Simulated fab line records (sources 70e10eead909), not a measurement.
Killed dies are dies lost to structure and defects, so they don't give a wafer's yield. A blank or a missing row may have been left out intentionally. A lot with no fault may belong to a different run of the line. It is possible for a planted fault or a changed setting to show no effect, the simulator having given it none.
The tool behind it: which one?    flow nandHarc    36 wafers from 12 lots sampled at 5 of the route's 1159 steps

## WHAT THE GAUGES SHOWED, per wafer
NHARC_END_SORT_01. Usual: defectLimitedYield 96.0 %, standard deviation 1.3; killedAtArray 24, standard deviation 8.4; killedAtOther 0.7, standard deviation 1.1; killedAtPeriphery 2.9, standard deviation 1.7; killedDies 27, standard deviation 8.6; killedOpen 3.3, standard deviation 1.8; killedShort 1.8, standard deviation 1.4; sort_bin_2_pct 1.3 %, standard deviation 0.56; sort_bin_3_pct 0.19 %, standard deviation 0.18; sort_bin_4_pct 2.6 %, standard deviation 0.84; sortNPass 650, standard deviation 8.6; sortRimYieldPct 96.1 %, standard deviation 2.3; sortYieldPct 96.0 %, standard deviation 1.3.
lot   measured      on         defectLimitedYield (%)  killedAtArray  killedAtOther  killedAtPeriphery  killedDies  killedOpen  killedShort  sort_bin_2_pct (%)  sort_bin_3_pct (%)  sort_bin_4_pct (%)  sortNPass    sortRimYieldPct (%)  sortYieldPct (%)  flag
L823  day 19 23:25  prober-01  96.2 95.6 97.8          23 29 14       0 0 0          3 1 1              26 30 15    4 4 1       0 2 1        1.3 0.7 0.6         0.15 0.30 0         2.4 3.4 1.6         651 647 662  90.6 96.2 95.3       96.2 95.6 97.8    
L839  day 23 10:20  prober-02  95.4 6.1 94.2           29 634 37      0 0 1          2 2 1              31 636 39   5 7 2       0 0 1        1.5 90.4 2.2        0.44 0.15 0.15      2.7 3.4 3.4         646 41 638   96.2 20.8 100.0      95.4 6.1 94.2     OFF

## WHAT TOOL EACH LOT RAN ON (gives the tool, then ch and the chambers of the sampled wafers, and finally the start)
lot   NHARC_A_M1_CMP_23              NHARC_A_M1_PRE_CLEAN_32          NHARC_A_BONDPAD_ETCH_34            NHARC_A_BONDPAD_PRE_CLEAN_26
L824  cmp-02 ch 0,2,3, day 18 02:13  pecvd-02 ch 0,1,2, day 18 02:46  rieDiel-06 ch 0,1,2, day 18 04:54  pvdSputter-01, no start
L823  cmp-04 ch 0,2,3, day 18 03:15  pecvd-03 ch 0,1,2, day 18 03:44  rieDiel-09 ch 1,2,3, day 18 05:54  pvdSputter-02, day 19 23:25 or earlier
L828  cmp-03 ch 0,1, day 18 09:23    pecvd-03 ch 0,1, day 18 09:55    rieDiel-11 ch 0,1, day 18 12:05    pvdSputter-01, no start
L827  cmp-04 ch 0,1,3, day 18 13:29  pecvd-02 ch 1,2, day 18 13:58    rieDiel-11 ch 0,2,3, day 18 15:59  pvdSputter-03, no start
L826  cmp-04 ch 1,3, day 18 19:00    pecvd-03 ch 0,1,2, day 18 20:01  rieDiel-09 ch 0,1, day 18 22:02    pvdSputter-02, no start
L829  cmp-02 ch 2,3, day 19 03:36    pecvd-01 ch 0,1,2, day 19 04:08  rieDiel-06 ch 0,2, day 19 06:19    pvdSputter-03, no start
L830  cmp-02 ch 0,2,3, day 19 17:14  pecvd-02 ch 0,1, day 19 17:46    rieDiel-09 ch 0,2,3, day 19 19:54  pvdSputter-02, no start
L832  cmp-02 ch 1,2,3, day 20 00:10  pecvd-02 ch 0,2, day 20 00:42    rieDiel-09 ch 0,1, day 20 02:50    pvdSputter-01, no start
L833  cmp-02 ch 2,3, day 20 00:56    pecvd-02 ch 0,2, day 20 01:32    rieDiel-11 ch 1,2, day 20 03:44    pvdSputter-01, no start
L837  cmp-04 ch 1,2,3, day 20 16:16  pecvd-01 ch 1,2, day 20 16:47    rieDiel-11 ch 1,2,3, day 20 18:58  pvdSputter-01, no start
L836  cmp-02 ch 1,2,3, day 20 16:44  pecvd-02 ch 0,2, day 20 17:16    rieDiel-11 ch 1,3, day 20 19:28    pvdSputter-02, no start
L839  cmp-04 ch 1,3, day 21 23:04    pecvd-01 ch 0,1,2, day 21 23:37  rieDiel-09 ch 0,1, day 22 01:46    pvdSputter-02, day 23 10:20 or earlier
- NHARC_A_M1_CMP_23: polishes, t overpolish 20 s, target thk 154.34 nm.
- NHARC_A_M1_PRE_CLEAN_32: time 12 s.
- NHARC_A_BONDPAD_ETCH_34: etches the open film in N2/H2, target depth 60 nm, overetch 18 nm, time 65.91 s.
- NHARC_A_BONDPAD_PRE_CLEAN_26: time 30 s.

## WHAT THE TOOLS THEMSELVES READ (means of the sampled wafers that have a number; where no wafer has one, the mark that the record gives instead)
NHARC_A_M1_CMP_23. Usual: motorCurrentA 12.3 A, standard deviation 1.1; slurryFilterDpKPa 13.49 kPa, standard deviation 0.13; timeToEndpointS 27.6 s, standard deviation 3.
lot   tool    motorCurrentA (A)  slurryFilterDpKPa (kPa)  timeToEndpointS (s)  flag
L824  cmp-02  12.6               13.48                    25.6                 
L823  cmp-04  11.8               13.56                    29.3                 
L828  cmp-03  13.0               13.64                    30.0                 
L827  cmp-04  11.9               13.53                    29.3                 
L826  cmp-04  11.7               13.56                    25.7                 
L829  cmp-02  13.0               13.54                    22.3                 
L830  cmp-02  12.6               13.36                    27.1                 
L832  cmp-02  11.8               13.48                    25.7                 
L833  cmp-02  12.7               13.51                    27.6                 
L837  cmp-04  11.6               13.46                    25.6                 
L836  cmp-02  12.8               13.42                    24.9                 
L839  cmp-04  12.6               13.48                    25.7                 

NHARC_A_M1_PRE_CLEAN_32. Usual: heaterPowerW reads 625 W (standard deviation 57).
lot   tool      heaterPowerW (W)  flag
L824  pecvd-02  609               
L823  pecvd-03  641               
L828  pecvd-03  631               
L827  pecvd-02  660               
L826  pecvd-03  613               
L829  pecvd-01  658               
L830  pecvd-02  546               
L832  pecvd-02  591               
L833  pecvd-02  646               
L837  pecvd-01  606               
L836  pecvd-02  622               
L839  pecvd-01  633               

NHARC_A_BONDPAD_ETCH_34. Usual: biasW is 150.0 W with standard deviation 0.44, drypumpMotorCurrentA is 5.7 A with standard deviation 0.49, oesProductAu is 1.002 a.u. with standard deviation 0.012, rfVppV is 429.9 V with standard deviation 2.7, runLengthS is 87.1 s with standard deviation 0.51, showerheadPlenumPTorr is 2.02 Torr with standard deviation 0.092, and throttleValvePct is 14.171 % with standard deviation 0.0087.
lot   tool        biasW (W)  drypumpMotorCurrentA (A)  oesProductAu (a.u.)  rfVppV (V)  runLengthS (s)  showerheadPlenumPTorr (Torr)  throttleValvePct (%)  flag
L824  rieDiel-06  150.4      5.9                       0.993                427.7       87.1            1.95                          14.166                
L823  rieDiel-09  150.1      5.7                       1.003                432.0       87.3            2.09                          14.168                
L828  rieDiel-11  150.0      5.7                       1.012                428.2       87.0            1.95                          14.174                
L827  rieDiel-11  150.0      5.3                       1.007                427.6       87.4            1.94                          14.162                
L826  rieDiel-09  149.7      6.4                       1.002                430.3       87.2            2.04                          14.175                
L829  rieDiel-06  150.3      5.6                       1.005                432.4       87.1            2.13                          14.170                
L830  rieDiel-09  150.0      5.7                       1.003                432.0       87.1            2.07                          14.168                
L832  rieDiel-09  150.5      6.4                       0.993                431.2       87.2            2.05                          14.169                
L833  rieDiel-11  150.0      5.4                       0.999                430.1       86.4            1.99                          14.177                
L837  rieDiel-11  149.7      5.4                       1.002                428.6       86.9            1.97                          14.165                
L836  rieDiel-11  149.6      5.3                       0.998                427.2       87.1            1.94                          14.173                
L839  rieDiel-09  149.8      6.4                       0.990                431.4       79.4            2.05                          14.171                OFF

NHARC_A_BONDPAD_PRE_CLEAN_26. Usual: heaterPowerW reads 395 W (standard deviation 31).
lot   tool           heaterPowerW (W)  flag
L824  pvdSputter-01  395               
L823  pvdSputter-02  386               
L828  pvdSputter-01  424               
L827  pvdSputter-03  425               
L826  pvdSputter-02  385               
L829  pvdSputter-03  386               
L830  pvdSputter-02  376               
L832  pvdSputter-01  409               
L833  pvdSputter-01  365               
L837  pvdSputter-01  427               
L836  pvdSputter-02  375               
L839  pvdSputter-02  402               

## THE ANSWER, worked out from the rows above alone
Rule: take the mean of a lot's wafers that have a number; if it is more than 3 standard deviations from the usual mean, the lot is off. Also off: a lot with no number at a reading for which 4 or more lots have one. All remaining lots with rows at the step are treated as sound. Order of review: gauges by route order, followed by the tools' own readings, for which a lot's mean as printed above is used. The first step at which some lot is off is used, and at that step the reading that is off furthest; a lot without a number counts as furthest.
Off: L839 (NHARC_END_SORT_01, sort_bin_2_pct). Neither off nor sound, because the step has no rows for them: L824, L828, L827, L826, L829, L830, L832, L833, L837, L836.
A tool fits if, at a process step before that reading, it ran every lot that is off, and no sound lot after the first of them. Not tried: the gauges at NHARC_END_SORT_01; whatever is off there is also off at NHARC_A_BONDPAD_ETCH_34, on other tools, and gauge error can't account for it. Because NHARC_A_BONDPAD_PRE_CLEAN_26 lacks a start for some lots, the hours and order of its lots are taken from NHARC_END_SORT_01. Can't be told from this: 4 tools fit, cmp-04 at NHARC_A_M1_CMP_23, pecvd-01 at NHARC_A_M1_PRE_CLEAN_32, rieDiel-09 at NHARC_A_BONDPAD_ETCH_34, pvdSputter-02 at NHARC_A_BONDPAD_PRE_CLEAN_26.

## WHAT THE SIMULATOR HAD INSERTED
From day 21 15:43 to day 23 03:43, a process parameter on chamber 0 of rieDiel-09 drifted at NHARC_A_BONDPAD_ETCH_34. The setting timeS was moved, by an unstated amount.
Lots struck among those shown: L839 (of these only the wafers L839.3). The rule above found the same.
